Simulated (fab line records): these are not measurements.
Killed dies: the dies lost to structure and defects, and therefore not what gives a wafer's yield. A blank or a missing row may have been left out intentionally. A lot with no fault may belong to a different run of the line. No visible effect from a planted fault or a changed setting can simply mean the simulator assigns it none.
Chamber matching | flow nand_harc | cmp-04 running NHARC_A_CHANNEL_FILL_D1_CMP_10: 4 sister chambers
The step polishes, target thk 150 nm. 24 wafers are shown with their chamber, then 12 later ones without.

== WAFERS WITH THEIR CHAMBER ==
wafer  | chamber | motor_current_A (A) | time_to_endpoint_s (s)
L075.2 | 3       | 12.4                | 13.5
L075.3 | 2       | 10.6                | 11.5
L075.5 | 1       | 12.2                | 12.1
L077.2 | 0       | 12.6                | 14.5
L077.3 | 3       | 12.8                | 15.5
L077.5 | 2       | 10.4                | 12.2
L078.2 | 2       | 11.0                | 14.6
L078.3 | 1       | 12.0                | 14.4
L078.5 | 2       | 10.3                | 15.2
L079.3 | 0       | 11.7                | 16.1
L079.4 | 3       | 12.1                | 18.2
L079.5 | 1       | 12.1                | 14.1
L083.1 | 3       | 12.8                | 18.0
L083.2 | 1       | 11.9                | 17.2
L083.3 | 0       | 11.3                | 17.4
L084.3 | 3       | 11.8                | 16.0
L084.4 | 0       | 12.4                | 14.0
L084.5 | 2       | 10.7                | 13.3
L088.2 | 2       | 10.9                | 16.1
L088.5 | 2       | 10.5                | 16.8
L088.6 | 1       | 10.9                | 17.1
L090.2 | 3       | 12.8                | 13.8
L090.5 | 1       | 11.5                | 12.1
L090.6 | 2       | 10.4                | 13.6

SIGNATURES, as means of the wafers listed above
reading            | chamber 0 | chamber 1 | chamber 2 | chamber 3 | scatter within a chamber
motor_current_A    | 12.000    | 11.767    | 10.600    | 12.450    | 0.427
time_to_endpoint_s | 15.500    | 14.500    | 14.162    | 15.833    | 1.96
Rule: for each reading, subtract the chamber's mean from the wafer's reading, divide by that reading's scatter and square the result; add these up over the readings and take the root, which gives the wafer's distance from the chamber. If the next closest chamber is less than 2 further off than the closest, the wafer can't be placed; otherwise it belongs to the closest. The scatter: take each reading less its chamber's mean, square it, sum over the shown wafers, divide by the number of wafers less the number of chambers, and take the root.

== WAFERS WITH NO CHAMBER GIVEN ==
wafer  | motor_current_A (A) | time_to_endpoint_s (s)
L092.2 | 12.1                | 13.7
L092.3 | 12.7                | 15.8
L092.6 | 12.2                | 15.2
L094.3 | 10.9                | 13.7
L094.4 | 11.9                | 15.3
L094.5 | 11.8                | 15.3
L095.1 | 10.8                | 13.1
L095.2 | 12.3                | 15.4
L095.4 | 12.3                | 14.1
L097.2 | 11.5                | 14.7
L097.5 | 12.1                | 15.0
L097.6 | 11.6                | 15.3

== WHICH CHAMBER EACH ONE RAN IN ==
wafer  | from the rows above               | in truth
L092.2 | can't be placed: 1 or 0 or 3      | 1
L092.3 | can't be placed: 3 or 0 or 1      | 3
L092.6 | can't be placed: 0 or 3 or 1      | 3
L094.3 | can't be placed: 2 or 1 or 0      | 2
L094.4 | can't be placed: 0 or 1 or 3      | 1
L094.5 | can't be placed: 1 or 0 or 3      | 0
L095.1 | can't be placed: 2 or 1           | 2
L095.2 | can't be placed: 3 or 0 or 1      | 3
L095.4 | can't be placed: 3 or 0 or 1      | 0
L097.2 | can't be placed: 1 or 0 or 2 or 3 | 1
L097.5 | can't be placed: 0 or 1 or 3      | 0
L097.6 | can't be placed: 1 or 0 or 3 or 2 | 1
0 of 12 placed correctly. From these rows, 12 cannot be placed; in 12 the true chamber is one of the candidates. Placed wrongly: 0.
